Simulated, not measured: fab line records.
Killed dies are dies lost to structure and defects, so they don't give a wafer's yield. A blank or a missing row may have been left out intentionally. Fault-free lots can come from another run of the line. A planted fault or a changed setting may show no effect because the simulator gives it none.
Matching of chambers    flow nand harc    rie diel-05 running NHARC_A_M1_STRIP_18: 4 sister chambers
The step strips in N2/H2. 4 wafers are shown with their chamber, then 10 later ones without.

== WAFERS, EACH WITH ITS CHAMBER ==
wafer   chamber  oes product au (a.u.)
L081.6  2        0.993
L083.5  3        0.990
L085.1  0        0.986
L085.2  1        0.981

== WAFERS WITH NO CHAMBER GIVEN ==
wafer   oes product au (a.u.)
L085.6  1.013
L087.1  0.992
L087.3  1.001
L087.5  1.006
L087.2  0.998
L087.4  0.982
L087.6  0.996
L092.3  0.993
L092.4  1.005
L092.6  0.985

== CHAMBER TAKEN BY EACH ==
wafer   from the rows above                in truth
L085.6  can't be placed: 2 or 3 or 0 or 1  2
L087.1  can't be placed: 2 or 3 or 0 or 1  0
L087.3  can't be placed: 2 or 3 or 0 or 1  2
L087.5  can't be placed: 2 or 3 or 0 or 1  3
L087.2  can't be placed: 2 or 3 or 0 or 1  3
L087.4  can't be placed: 1 or 0 or 3 or 2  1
L087.6  can't be placed: 2 or 3 or 0 or 1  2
L092.3  can't be placed: 2 or 3 or 0 or 1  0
L092.4  can't be placed: 2 or 3 or 0 or 1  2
L092.6  can't be placed: 0 or 1 or 3 or 2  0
Correct placement for 0 of the 10. Unplaceable from these rows: 10, with the true chamber sitting among the candidates in 10. Placed wrongly: 0.
How it was worked out, from the rows above alone: a wafer's distance from a chamber is the root of the sum, over the readings, of the square of ((its reading less the chamber's mean) divided by the reading's scatter). The wafer belongs to the nearest chamber; if the next one is less than 2 further off, it can't be placed. The mean given for a chamber averages the wafers shown for that chamber. The scatter: with one shown wafer a chamber, the root of the mean of the squares of how far each hidden wafer lies from its nearest shown one.
